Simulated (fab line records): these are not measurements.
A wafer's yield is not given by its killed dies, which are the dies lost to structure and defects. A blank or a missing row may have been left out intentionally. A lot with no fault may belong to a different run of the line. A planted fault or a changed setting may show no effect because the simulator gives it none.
Split-lot trial | flow n5-finfet | on a route of 1938 steps: 7 lots, 21 wafers read

THE SPLIT
At N5_BEOL_M9_EXPOSE_25 (exposes mask V8), the setting dose-mj was moved away from the recipe's 37.25 on 4 of the 21 wafers read, by -5.0% to +7.0%. All remaining wafers had this setting at the recipe value.

FROM THE SPLIT TO THE READING: what the file shows between them, 2 steps
- N5_BEOL_M9_PEB_26: peb time 60 s
- N5_BEOL_M9_DEVELOP_27: develop time 30 s

THE READING
cd-nm, in nm, at N5_BEOL_M9_CD_MEAS_28 (target cd 70 nm). A value of 69.9 nm with a standard deviation of 0.31 nm is what fault-free wafers of this fab line usually give.

wafer  | tool, chamber at the split | dose-mj as run | against the recipe | cd-nm, nm | against lot-mates on the recipe
L074.1 | euv-scanner-02, 0          | 37.25          | recipe             | 70.0      | -
L074.4 | euv-scanner-02, 0          | 37.25          | recipe             | 70.6      | -
L074.6 | euv-scanner-02, 0          | 37.25          | recipe             | 70.1      | -
L079.1 | euv-scanner-02, 0          | 37.25          | recipe             | 69.9      | -
L079.2 | euv-scanner-02, 0          | 37.25          | recipe             | 69.5      | -
L079.3 | euv-scanner-02, 0          | 37.25          | recipe             | 69.7      | -
L080.1 | euv-scanner-01, 0          | 37.25          | recipe             | 70.0      | -
L080.2 | euv-scanner-01, 0          | 37.25          | recipe             | 70.2      | -
L080.3 | euv-scanner-01, 0          | 37.25          | recipe             | 70.2      | -
L082.2 | euv-scanner-01, 0          | 35.52          | -4.6%              | 68.7      | -1.1
L082.3 | euv-scanner-01, 0          | 37.25          | recipe             | 69.7      | -
L082.5 | euv-scanner-01, 0          | 37.25          | recipe             | 69.9      | -
L085.1 | euv-scanner-02, 0          | 39.87          | +7.0%              | 71.7      | +1.9
L085.3 | euv-scanner-02, 0          | 37.25          | recipe             | 69.9      | -
L085.4 | euv-scanner-02, 0          | 37.25          | recipe             | 69.8      | -
L086.1 | euv-scanner-01, 0          | 36.07          | -3.2%              | 68.9      | -0.8
L086.5 | euv-scanner-01, 0          | 37.25          | recipe             | 69.7      | -
L086.6 | euv-scanner-01, 0          | 37.25          | recipe             | 69.6      | -
L089.4 | euv-scanner-01, 0          | 37.25          | recipe             | 70.0      | -
L089.5 | euv-scanner-01, 0          | 37.25          | recipe             | 69.5      | -
L089.6 | euv-scanner-01, 0          | 35.37          | -5.0%              | 68.2      | -1.5

FIT RESULTS
A straight line over all 21 wafers: cd-nm changes by +0.28 nm for each +1% of dose-mj; r = +0.92; the points scatter about the line by 0.27 nm.
The same after taking each lot's own level away (the mean of its wafers on the recipe; 21 wafers): +0.266 nm for each +1%; r = +0.97; scatter 0.17 nm.
The reading moves by 1.9 nm for the largest change in dose-mj, on that fit.
Measured against the standard deviation above, the lots' own levels, which go from 69.65 to 70.23 nm, span 1.9 times it.
Hence the lot-to-lot level has little effect on the slope; both slopes agree.
Check: +1.89 nm against its lot-mates is what the line predicts for one of the wafers moved furthest among these (+7.0%) when that wafer is left out of the fit. Against them it came out at +1.85 nm.

ADDITIONAL SPLITS CARRIED BY THESE WAFERS
These wafers also went through other splits before the reading. Each is held against what the fit with the lots' levels taken away leaves over:
other split on the same wafers   | wafers away from the commonest value | r with cd-nm (lot level and that fit taken away)
N5_BEOL_M5_ETCH_41 source-w      | 6                                    | +0.07
N5_BEOL_M6_COAT_22 spin-rpm      | 6                                    | -0.18
N5_BEOL_M6_ETCH_66 bias-w        | 8                                    | -0.12
N5_BEOL_M8_TRENCH_ETCH_37 time-s | 6                                    | -0.18

FILE'S OWN FIT
cd-nm changes by +0.271 nm for each +1% of dose-mj, r = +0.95.
